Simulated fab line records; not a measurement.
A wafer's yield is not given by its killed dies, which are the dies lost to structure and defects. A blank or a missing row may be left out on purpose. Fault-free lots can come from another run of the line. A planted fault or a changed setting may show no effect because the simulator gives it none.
Chamber matching :: flow n5 finfet :: N5_BEOL_M15_ETCH_57 on rie diel-03 has 4 sister chambers
The step etches SOC in N2/H2, time 750 s. 16 wafers are shown with their chamber, then 8 later ones without.

## WAFERS WITH THEIR CHAMBER
wafer: L075.1
chamber: 1
throttle valve pct (%): 18.3
showerhead plenum p Torr (Torr): 2.63
drypump motor current A (A): 6.1

wafer: L075.2
chamber: 3
throttle valve pct (%): 17.7
showerhead plenum p Torr (Torr): 2.63
drypump motor current A (A): 6.3

wafer: L075.3
chamber: 2
throttle valve pct (%): 17.6
showerhead plenum p Torr (Torr): 2.47
drypump motor current A (A): 6.3

wafer: L076.3
chamber: 0
throttle valve pct (%): 17.2
showerhead plenum p Torr (Torr): 2.47
drypump motor current A (A): 5.6

wafer: L076.4
chamber: 2
throttle valve pct (%): 17.6
showerhead plenum p Torr (Torr): 2.47
drypump motor current A (A): 6.3

wafer: L076.6
chamber: 2
throttle valve pct (%): 17.6
showerhead plenum p Torr (Torr): 2.47
drypump motor current A (A): 6.3

wafer: L084.1
chamber: 2
throttle valve pct (%): 17.6
showerhead plenum p Torr (Torr): 2.46
drypump motor current A (A): 6.3

wafer: L084.3
chamber: 1
throttle valve pct (%): 18.3
showerhead plenum p Torr (Torr): 2.62
drypump motor current A (A): 6.2

wafer: L084.6
chamber: 1
throttle valve pct (%): 18.3
showerhead plenum p Torr (Torr): 2.62
drypump motor current A (A): 6.2

wafer: L090.1
chamber: 1
throttle valve pct (%): 18.3
showerhead plenum p Torr (Torr): 2.62
drypump motor current A (A): 6.1

wafer: L090.2
chamber: 2
throttle valve pct (%): 17.6
showerhead plenum p Torr (Torr): 2.46
drypump motor current A (A): 6.3

wafer: L090.6
chamber: 2
throttle valve pct (%): 17.6
showerhead plenum p Torr (Torr): 2.46
drypump motor current A (A): 6.3

wafer: L089.2
chamber: 0
throttle valve pct (%): 17.3
showerhead plenum p Torr (Torr): 2.46
drypump motor current A (A): 5.7

wafer: L089.3
chamber: 2
throttle valve pct (%): 17.6
showerhead plenum p Torr (Torr): 2.46
drypump motor current A (A): 6.3

wafer: L089.6
chamber: 1
throttle valve pct (%): 18.3
showerhead plenum p Torr (Torr): 2.62
drypump motor current A (A): 6.1

wafer: L093.1
chamber: 0
throttle valve pct (%): 17.3
showerhead plenum p Torr (Torr): 2.46
drypump motor current A (A): 5.6

SIGNATURES (means of the wafers above)
reading: throttle valve pct
chamber 0: 17.267
chamber 1: 18.300
chamber 2: 17.600
chamber 3: 17.700
scatter within a chamber: 0.0236

reading: showerhead plenum p Torr
chamber 0: 2.4633
chamber 1: 2.6220
chamber 2: 2.4643
chamber 3: 2.6300
scatter within a chamber: 0.00515

reading: drypump motor current A
chamber 0: 5.633
chamber 1: 6.140
chamber 2: 6.300
chamber 3: 6.300
scatter within a chamber: 0.0394
Rule: a wafer's distance from a chamber is the root of the sum, over the readings, of the square of ((its reading less the chamber's mean) divided by the reading's scatter). If the next closest chamber is less than 2 further off than the closest, the wafer can't be placed; otherwise it belongs to the closest. The scatter is the square root of a quotient: the sum, over the shown wafers, of each reading's squared deviation from its chamber's mean, divided by wafers minus chambers.

## WAFERS MISSING THEIR CHAMBER
wafer: L093.3
throttle valve pct (%): 17.6
showerhead plenum p Torr (Torr): 2.46
drypump motor current A (A): 6.3

wafer: L093.4
throttle valve pct (%): 17.7
showerhead plenum p Torr (Torr): 2.61
drypump motor current A (A): 6.3

wafer: L094.1
throttle valve pct (%): 18.3
showerhead plenum p Torr (Torr): 2.62
drypump motor current A (A): 6.1

wafer: L094.5
throttle valve pct (%): 17.8
showerhead plenum p Torr (Torr): 2.61
drypump motor current A (A): 6.3

wafer: L094.6
throttle valve pct (%): 17.3
showerhead plenum p Torr (Torr): 2.46
drypump motor current A (A): 5.7

wafer: L095.2
throttle valve pct (%): 17.3
showerhead plenum p Torr (Torr): 2.45
drypump motor current A (A): 5.6

wafer: L095.5
throttle valve pct (%): 18.3
showerhead plenum p Torr (Torr): 2.62
drypump motor current A (A): 6.1

wafer: L095.6
throttle valve pct (%): 17.3
showerhead plenum p Torr (Torr): 2.45
drypump motor current A (A): 5.6

## CHAMBER TAKEN BY EACH
wafer: L093.3
from the rows above: 2
in truth: 2

wafer: L093.4
from the rows above: 3
in truth: 3

wafer: L094.1
from the rows above: 1
in truth: 1

wafer: L094.5
from the rows above: 3
in truth: 3

wafer: L094.6
from the rows above: 0
in truth: 0

wafer: L095.2
from the rows above: 0
in truth: 0

wafer: L095.5
from the rows above: 1
in truth: 1

wafer: L095.6
from the rows above: 0
in truth: 0
8 of 8 placed correctly. Number that these rows cannot place: 0. Number placed wrongly: 0.
